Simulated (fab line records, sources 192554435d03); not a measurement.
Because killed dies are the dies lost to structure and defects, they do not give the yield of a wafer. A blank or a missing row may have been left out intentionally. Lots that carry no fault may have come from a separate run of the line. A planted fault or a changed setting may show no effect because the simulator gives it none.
Comparing a struck lot with a sound one :: flow n5_finfet :: 32 out of 1938 route steps
Sound: wafers L370.2, L370.3, L370.5. Struck: wafers L364.1, L364.3, L364.6. The cause is given at the end.
Each step with rows lists, per side, the tool, then ch with its chambers, then its first start. Under that, the readings that differ: sound wafers :: struck wafers :: difference of the means :: sigmas: that difference in standard deviations of wafers without a fault.
alike: words and numbers the same on both sides, and readings whose means are apart by under 2 such deviations; not compared: readings that were withheld, readings missing a value for some wafer, numbers with overlapping values and no deviation given by the record, and bounds like >300 which may hide the same value.
A row with sigmas, a row that says differs or no value, or rows on one side alone: a step with any of these is where the two part. Numbers that have no deviation but don't overlap get no sigmas and don't part them. A reading missing from all wafers of one side parts the sides only when that side holds two or more wafers.

first, 4 steps without rows for these wafers: N5_FIN_SAQP_PRECLEAN_00 (cleans in SC1, time 60 s); N5_FIN_SAQP_PRECLEAN_44 (cleans in SC2, time 45 s); N5_FIN_SAQP_SRD_01 (time 30 s); N5_FIN_SAQP_ALD_61 (deposits SiO2, target thk 4 nm, pulse time 1 s, purge time 2 s).
N5_FIN_SAQP_DENSIFY_62: time 60 s.
  sound on rtp_anneal-01 ch 0, day 5 20:43; struck on rtp_anneal-01 ch 0, day 4 10:05
  alike: lamp_power_pct, wafer_temp_C_max
N5_FIN_SAQP_HM_DEP_03: deposits SiNx from SiH4/NH3/N2, target thk 38 nm, time 33.6 s.
  sound on pecvd-01 ch 1,2, day 5 20:53; struck on pecvd-02 ch 0,1, day 4 10:18
  alike: heater_power_w, showerhead_plenum_p_Torr, throttle_valve_pct
N5_FIN_SAQP_THK_MEAS_05:
  sound on film_metro-01 at day 5 20:59; struck on film_metro-02 at day 4 10:25
  alike: thk_nm
then, 1 step without rows for these wafers: N5_FIN_SAQP_PECVD_47 (deposits a-Si from SiH4/He, target thk 45 nm, time 36.3 s).
N5_FIN_SAQP_PECVD_48: deposits SiNx from SiH4/NH3/N2, target thk 25 nm, time 22.1 s.
  sound on pecvd-04 ch 1,2, day 5 21:04; struck on pecvd-01 ch 0,1, day 4 10:30
  alike: heater_power_w, showerhead_plenum_p_Torr, throttle_valve_pct
N5_FIN_SAQP_PECVD_06: deposits a-Si from SiH4/He, target thk 60 nm, time 48.1 s.
  sound on pecvd-04 ch 1,2, day 5 21:06; struck on pecvd-01 ch 0,1, day 4 10:32
  alike: heater_power_w, showerhead_plenum_p_Torr, throttle_valve_pct
N5_FIN_SAQP_THK_MEAS_07:
  sound on film_metro-02 at day 5 21:11; struck on film_metro-02 at day 4 10:37
  alike: thk_nm
then, 1 step without rows for these wafers: N5_FIN_SAQP_HM_DEP_72 (deposits SiO2 from SiH4/N2O, target thk 12 nm, time 7.2 s).
N5_FIN_SAQP_COAT_49: time 60 s, resist thk 100 nm.
  sound on litho_track-04 ch 0, day 5 21:18; struck on litho_track-01 ch 0, day 4 10:46
reading: spin_speed_rpm (rpm)
sound: 1501.3 1500.1 1500.0
struck: 1609.9 1609.4 1609.4
difference: +109.1
sigmas: +99 or more

reading: model.SOC_of_FIN_SAQP_COAT_49.thk_nm (nm)
sound: 100.2 100.1 100.2
struck: 96.66 96.89 96.36
difference: -3.53
sigmas: 
then, 7 steps without rows for these wafers: N5_FIN_SAQP_COAT_50 (time 60 s, resist thk 35 nm); N5_FIN_SAQP_COAT_10 (resist thk 90 nm); N5_FIN_SAQP_EBR_12; N5_FIN_SAQP_SOFTBAKE_11 (time 60 s); N5_FIN_SAQP_EXPOSE_13 (exposes mask FIN CORE, target cd 35.6 nm); N5_FIN_SAQP_PEB_14 (peb time 60 s); N5_FIN_SAQP_DEVELOP_15 (develop time 30 s).
N5_FIN_SAQP_CD_MEAS_16: the cd target is 35.6 nm.
  sound on cd_sem-03 ch 0, day 5 21:33; struck on cd_sem-03 ch 0, day 4 11:08
  alike: cd_nm
N5_FIN_SAQP_OVL_MEAS_17:
  sound on overlay-02 ch 0, day 5 21:35; struck on overlay-01 ch 0, day 4 11:10
reading: FIN_CORE_OVL (nm)
sound: 0.5 -0.4 -0.9
struck: 2.4 2.9 1.4
difference: +2.5
sigmas: +3
N5_FIN_SAQP_INSPECT_18: inspects for defects (brightfield).
  sound on defect_inspect-01 at day 5 21:37; struck on defect_inspect-02 at day 4 11:12
  alike: raw_defect_count
then, 2 steps without rows for these wafers: N5_FIN_SAQP_DESCUM_21 (chemistry O2, time 7.9 s); N5_FIN_SAQP_ETCH_51 (etches SiARC in CF4, target depth 45.5 nm, time 75.8 s).
N5_FIN_SAQP_ETCH_52: etches SOC in N2/H2, target depth 100 nm, overetch 20 nm, time 150 s.
  sound on rie_diel-05 ch 0,2, day 5 21:44; struck on rie_diel-01 ch 0,1,2, day 4 11:19
reading: model.etch.depth_nm (nm)
sound: 100.2 100.1 100.2
struck: 96.66 96.89 96.36
difference: -3.53
sigmas: 
  alike: drypump_motor_current_A, oes_product_au, rf_vpp_V, showerhead_plenum_p_Torr, throttle_valve_pct
  not compared: rf_hours_counter_h
then, 1 step without rows for these wafers: N5_FIN_SAQP_STRIP_53 (strips in N2/H2).
N5_FIN_SAQP_HM_OPEN_73: chemistry CHF3/O2, target SiO2, stops on a-Si, target depth 12 nm, time 16.8 s.
  sound on rie_diel-05 ch 0,2, day 5 21:50; struck on rie_diel-01 ch 0,1,2, day 4 11:26
  alike: drypump_motor_current_A, oes_o_777_au, oes_product_au, rf_vpp_V, showerhead_plenum_p_Torr, throttle_valve_pct
  not compared: rf_hours_counter_h
then, 1 step without rows for these wafers: N5_FIN_SAQP_STRIP_74 (strips in CHF3/O2).
N5_FIN_SAQP_MANDREL_ETCH_22: etches a-Si in HBr/Cl2, stops on SiNx, target depth 60 nm, bt time 10 s, time 30 s.
  sound on rie_si-02 ch 0,2,3, day 5 21:56; struck on rie_si-02 ch 0,1,2, day 4 11:31
reading: model.SOC_of_FIN_SAQP_COAT_49.thk_nm (nm)
sound: 76.46 75.74 76.11
struck: 72.5 72.76 72.07
difference: -3.7
sigmas: 
  alike: HBr_flow_sccm, drypump_motor_current_A, mfc_cl2_sccm, oes_product_au, throttle_valve_pct
  not compared: rf_hours_counter_h
then, 1 step without rows for these wafers: N5_FIN_SAQP_STRIP_55 (strips in N2/H2).
-- record jumps: 12 days separate the struck wafers' starts on either side; left off in module FIN_SAQP, taken up again in module PASSIVATION, whose first shown step is the route's number 1936 --
N5_PASSIVATION_PROBE_49:
  sound on prober-01 at day 17 19:56; struck on prober-02 at day 16 17:42
  alike: killed_at_M0_to_M3, killed_at_M4_up, killed_at_contacts, killed_at_front_end, killed_at_other, killed_dies, killed_open, killed_short

## WHERE THEY PART
Earliest at N5_FIN_SAQP_COAT_49; latest, in this record, at N5_FIN_SAQP_OVL_MEAS_17. Later steps at which nothing parts them and some readings are alike: N5_FIN_SAQP_INSPECT_18, N5_FIN_SAQP_ETCH_52, N5_FIN_SAQP_HM_OPEN_73, N5_FIN_SAQP_MANDREL_ETCH_22, N5_PASSIVATION_PROBE_49.

WHY: what had been put in by the simulator
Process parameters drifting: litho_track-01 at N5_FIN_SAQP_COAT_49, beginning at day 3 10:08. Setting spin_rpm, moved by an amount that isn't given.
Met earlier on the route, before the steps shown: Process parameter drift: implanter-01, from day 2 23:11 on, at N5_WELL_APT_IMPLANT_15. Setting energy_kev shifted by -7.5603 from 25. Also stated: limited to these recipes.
